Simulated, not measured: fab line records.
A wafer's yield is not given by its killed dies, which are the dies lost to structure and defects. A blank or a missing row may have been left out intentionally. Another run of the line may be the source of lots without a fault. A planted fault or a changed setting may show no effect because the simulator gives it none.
Which tool was responsible? + flow n5-finfet + 42 wafers from 14 lots sampled at 5 of the route's 1938 steps

WHAT THE GAUGES SHOWED, per wafer
N5_BEOL_M13_THK_MEAS_50: measures by xrf. Usual: M13_THK 419 nm, standard deviation 6.7.
| lot  | measured     | on            | M13_THK (nm) | flag |
|------|--------------|---------------|--------------|------|
| L774 | day 10 13:29 | film-metro-01 | 430 420 420  |      |
| L776 | day 10 20:28 | film-metro-01 | 415 414 416  |      |
| L775 | day 11 01:22 | film-metro-01 | 425 410 413  |      |
| L777 | day 11 22:14 | film-metro-02 | 418 415 421  |      |
| L779 | day 12 03:37 | film-metro-01 | 429 416 414  |      |
| L778 | day 12 15:36 | film-metro-01 | 422 418 418  |      |
| L782 | day 12 16:48 | film-metro-01 | 427 413 416  |      |
| L783 | day 13 08:33 | film-metro-02 | 417 420 420  |      |
| L785 | day 13 16:36 | film-metro-02 | 416 419 424  |      |
| L793 | day 15 14:57 | film-metro-02 | 417 404 421  |      |
| L794 | day 16 01:14 | film-metro-02 | 419 423 427  |      |
| L795 | day 16 00:05 | film-metro-01 | 420 426 421  |      |
| L796 | day 16 18:40 | film-metro-02 | 423 416 416  |      |
| L797 | day 16 18:16 | film-metro-02 | 424 420 417  |      |

N5_BEOL_M14_CD_MEAS_17: the cd target is 250 nm. Usual: cd-nm 251.0 nm, standard deviation 2.3.
| lot  | measured     | on        | cd-nm (nm)        | flag |
|------|--------------|-----------|-------------------|------|
| L774 | day 10 14:41 | cd-sem-01 | 249.1 252.5 253.0 |      |
| L776 | day 10 22:14 | cd-sem-02 | 248.9 248.6 249.9 |      |
| L775 | day 11 02:39 | cd-sem-03 | 249.0 250.2 249.4 |      |
| L777 | day 11 23:47 | cd-sem-01 | 250.3 251.9 248.1 |      |
| L779 | day 12 04:50 | cd-sem-02 | 251.4 253.6 252.8 |      |
| L778 | day 12 16:49 | cd-sem-02 | 251.6 248.4 253.2 |      |
| L782 | day 12 18:45 | cd-sem-03 | 248.3 252.5 248.2 |      |
| L783 | day 13 09:49 | cd-sem-02 | - - -             | OFF  |
| L785 | day 13 17:50 | cd-sem-01 | - - -             | OFF  |
| L793 | day 15 16:10 | cd-sem-02 | 251.8 251.6 252.9 |      |
| L794 | day 16 02:26 | cd-sem-03 | 245.8 248.0 244.9 |      |
| L795 | day 16 01:17 | cd-sem-01 | 250.0 251.9 250.5 |      |
| L796 | day 16 20:05 | cd-sem-02 | 254.2 252.9 254.0 |      |
| L797 | day 16 19:28 | cd-sem-01 | 245.5 250.5 247.1 |      |

WHICH TOOL RAN EACH LOT (tool, then ch and the chambers of the sampled wafers, then the start)
| lot  | N5_BEOL_M13_DESCUM_33              | N5_BEOL_M13_DEGAS_41         | N5_BEOL_M14_VIA_ETCH_16            |
|------|------------------------------------|------------------------------|------------------------------------|
| L774 | rie-diel-04 ch 0,1,2, day 10 08:18 | pvd-sputter-02, day 10 12:22 | rie-diel-03 ch 0,2,3, day 10 14:20 |
| L776 | rie-diel-02 ch 2,3, day 10 17:35   | pvd-sputter-02, day 10 19:22 | rie-diel-06 ch 1,3, day 10 21:54   |
| L775 | rie-diel-01 ch 1,3, day 10 22:51   | pvd-sputter-01, day 11 00:15 | rie-diel-06 ch 1,2,3, day 11 02:18 |
| L777 | rie-diel-04 ch 0,1,2, day 11 18:23 | pvd-sputter-01, day 11 21:08 | rie-diel-06 ch 0,2,3, day 11 23:26 |
| L779 | rie-diel-01 ch 1,2, day 12 00:47   | pvd-sputter-01, day 12 02:29 | rie-diel-03 ch 0,2, day 12 04:29   |
| L778 | rie-diel-02 ch 0,3, day 12 08:56   | pvd-sputter-02, day 12 14:22 | rie-diel-06 ch 0,1,3, day 12 16:28 |
| L782 | rie-diel-01 ch 0,2, day 12 09:08   | pvd-sputter-03, day 12 15:41 | rie-diel-05 ch 0,2,3, day 12 18:25 |
| L783 | rie-diel-02 ch 0,1,3, day 13 05:43 | pvd-sputter-02, day 13 07:26 | rie-diel-03 ch 0,1,3, day 13 09:28 |
| L785 | rie-diel-02 ch 0,1,2, day 13 14:13 | pvd-sputter-01, day 13 15:29 | rie-diel-05 ch 1,2,3, day 13 17:29 |
| L793 | rie-diel-01 ch 1,2,3, day 15 08:47 | pvd-sputter-01, day 15 13:50 | rie-diel-03 ch 0,1,2, day 15 15:49 |
| L794 | rie-diel-02 ch 0,1,3, day 15 15:19 | pvd-sputter-03, day 15 23:50 | rie-diel-05 ch 2,3, day 16 02:05   |
| L795 | rie-diel-02 ch 0,1,3, day 15 16:37 | pvd-sputter-01, day 15 22:58 | rie-diel-06 ch 0,2,3, day 16 00:57 |
| L796 | rie-diel-01 ch 0,1,2, day 16 14:55 | pvd-sputter-02, day 16 16:24 | rie-diel-06 ch 0,2,3, day 16 19:44 |
| L797 | rie-diel-04 ch 0,1,3, day 16 14:56 | pvd-sputter-03, day 16 16:16 | rie-diel-03 ch 0,2,3, day 16 19:07 |
- N5_BEOL_M13_DESCUM_33: chemistry O2, time 7.9 s.
- N5_BEOL_M13_DEGAS_41: time 60 s.
- N5_BEOL_M14_VIA_ETCH_16: etches SiO2 in C4F8/O2/Ar, target depth 1231.3 nm.

AS READ BY THE TOOLS THEMSELVES (means over the sampled wafers that have a number; for cases with no such wafer, the mark the record gives instead)
N5_BEOL_M13_DESCUM_33. Usual: drypump-motor-current-A 5.4 A, standard deviation 0.46; oes-product-au 0.80 a.u., standard deviation 0.098; rf-vpp-V 243.5 V, standard deviation 1.3; showerhead-plenum-p-Torr 2.11 Torr, standard deviation 0.065; throttle-valve-pct 20.30 %, standard deviation 0.28.
| lot  | tool        | drypump-motor-current-A (A) | oes-product-au (a.u.) | rf-vpp-V (V) | showerhead-plenum-p-Torr (Torr) | throttle-valve-pct (%) | flag |
|------|-------------|-----------------------------|-----------------------|--------------|---------------------------------|------------------------|------|
| L774 | rie-diel-04 | 5.1                         | 0.93                  | 243.1        | 2.13                            | 20.13                  |      |
| L776 | rie-diel-02 | 5.0                         | 0.75                  | 243.2        | 2.06                            | 20.37                  |      |
| L775 | rie-diel-01 | 5.8                         | 0.77                  | 243.8        | 2.12                            | 20.19                  |      |
| L777 | rie-diel-04 | 5.1                         | 0.90                  | 243.7        | 2.13                            | 20.15                  |      |
| L779 | rie-diel-01 | 5.6                         | 0.77                  | 243.1        | 2.07                            | 20.36                  |      |
| L778 | rie-diel-02 | 6.0                         | 0.89                  | 243.0        | 2.09                            | 20.00                  |      |
| L782 | rie-diel-01 | 5.4                         | 0.72                  | 244.1        | 2.12                            | 20.55                  |      |
| L783 | rie-diel-02 | 5.7                         | 0.82                  | 243.0        | 2.10                            | 20.27                  |      |
| L785 | rie-diel-02 | 5.7                         | 0.77                  | 243.6        | 2.11                            | 20.25                  |      |
| L793 | rie-diel-01 | 5.7                         | 0.74                  | 243.3        | 2.08                            | 20.31                  |      |
| L794 | rie-diel-02 | 5.7                         | 0.80                  | 243.2        | 2.10                            | 20.30                  |      |
| L795 | rie-diel-02 | 5.7                         | 0.79                  | 243.2        | 2.10                            | 20.30                  |      |
| L796 | rie-diel-01 | 5.6                         | 0.77                  | 242.9        | 2.10                            | 20.37                  |      |
| L797 | rie-diel-04 | 5.5                         | 0.88                  | 244.1        | 2.13                            | 20.30                  |      |

N5_BEOL_M13_DEGAS_41. Usual: heater-power-w 371 W, standard deviation 49.
| lot  | tool           | heater-power-w (W) | flag |
|------|----------------|--------------------|------|
| L774 | pvd-sputter-02 | 396                |      |
| L776 | pvd-sputter-02 | 398                |      |
| L775 | pvd-sputter-01 | 361                |      |
| L777 | pvd-sputter-01 | 367                |      |
| L779 | pvd-sputter-01 | 390                |      |
| L778 | pvd-sputter-02 | 366                |      |
| L782 | pvd-sputter-03 | 352                |      |
| L783 | pvd-sputter-02 | 374                |      |
| L785 | pvd-sputter-01 | 401                |      |
| L793 | pvd-sputter-01 | 375                |      |
| L794 | pvd-sputter-03 | 329                |      |
| L795 | pvd-sputter-01 | 368                |      |
| L796 | pvd-sputter-02 | 342                |      |
| L797 | pvd-sputter-03 | 349                |      |

N5_BEOL_M14_VIA_ETCH_16. Usual: C4F8_flow_sccm 16.00 sccm, standard deviation 0.047; O2_flow_sccm 12.00 sccm, standard deviation 0.036; drypump-motor-current-A 5.7 A, standard deviation 0.43; oes_f_703_au 0.79 a.u., standard deviation 0.078; oes-product-au 0.71 a.u., standard deviation 0.078; rf-vpp-V 2230 V, standard deviation 35; showerhead-plenum-p-Torr 3.42 Torr, standard deviation 0.12; throttle-valve-pct 30.79 %, standard deviation 0.2.
| lot  | tool        | C4F8_flow_sccm (sccm) | O2_flow_sccm (sccm) | drypump-motor-current-A (A) | oes_f_703_au (a.u.) | oes-product-au (a.u.) | rf-vpp-V (V) | showerhead-plenum-p-Torr (Torr) | throttle-valve-pct (%) | flag |
|------|-------------|-----------------------|---------------------|-----------------------------|---------------------|-----------------------|--------------|---------------------------------|------------------------|------|
| L774 | rie-diel-03 | 15.97                 | 12.03               | 6.0                         | 0.79                | 0.71                  | 2221         | 3.32                            | 30.91                  |      |
| L776 | rie-diel-06 | 16.03                 | 12.03               | 5.8                         | 0.75                | 0.66                  | 2213         | 3.37                            | 30.57                  |      |
| L775 | rie-diel-06 | 16.00                 | 12.01               | 5.9                         | 0.79                | 0.71                  | 2208         | 3.44                            | 30.58                  |      |
| L777 | rie-diel-06 | 16.00                 | 11.98               | 5.7                         | 0.84                | 0.76                  | 2229         | 3.47                            | 30.70                  |      |
| L779 | rie-diel-03 | 16.05                 | 12.01               | 6.1                         | 0.77                | 0.69                  | 2212         | 3.31                            | 30.99                  |      |
| L778 | rie-diel-06 | 16.02                 | 11.97               | 5.6                         | 0.79                | 0.71                  | 2231         | 3.40                            | 30.71                  |      |
| L782 | rie-diel-05 | 15.97                 | 12.01               | 5.5                         | 0.76                | 0.68                  | 2231         | 3.44                            | 30.89                  |      |
| L783 | rie-diel-03 | -                     | -                   | -                           | -                   | -                     | -            | -                               | -                      | OFF  |
| L785 | rie-diel-05 | -                     | -                   | -                           | -                   | -                     | -            | -                               | -                      | OFF  |
| L793 | rie-diel-03 | 15.99                 | 11.98               | 5.9                         | 0.78                | 0.69                  | 2236         | 3.35                            | 30.97                  |      |
| L794 | rie-diel-05 | 16.02                 | 11.99               | 5.4                         | 0.77                | 0.71                  | 2261         | 3.41                            | 30.99                  |      |
| L795 | rie-diel-06 | 15.99                 | 12.00               | 5.7                         | 0.87                | 0.79                  | 2239         | 3.59                            | 30.68                  |      |
| L796 | rie-diel-06 | 15.99                 | 11.99               | 5.7                         | 0.86                | 0.78                  | 2241         | 3.58                            | 30.67                  |      |
| L797 | rie-diel-03 | 15.97                 | 12.01               | 6.0                         | 0.75                | 0.67                  | 2218         | 3.30                            | 30.95                  |      |

THE ANSWER, worked out from the rows above alone
Rule: take the mean of a lot's wafers that have a number; if it is more than 3 standard deviations from the usual mean, the lot is off. A lot without any number at a reading at which 4 lots or more have one is off too. Where the step has rows for the other lots, those lots are counted as sound. After the gauges, taken in route order, come the tools' own readings; for these a lot's mean is taken, as printed above. The first step at which some lot is off is used, and at that step the reading that is off furthest; a lot without a number counts as furthest.
Off: L783, L785, at N5_BEOL_M14_CD_MEAS_17 (cd-nm). Without a number there: L783, L785.
If a tool, at a process step before that reading, ran all the lots that are off and no sound lot after the first of them, it fits. Not tried: the gauges at N5_BEOL_M14_CD_MEAS_17; whatever is off there is also off at N5_BEOL_M14_VIA_ETCH_16, on other tools, and gauge error can't account for it. Not one of the candidates tried fits.

WHAT THE SIMULATOR HAD PUT IN
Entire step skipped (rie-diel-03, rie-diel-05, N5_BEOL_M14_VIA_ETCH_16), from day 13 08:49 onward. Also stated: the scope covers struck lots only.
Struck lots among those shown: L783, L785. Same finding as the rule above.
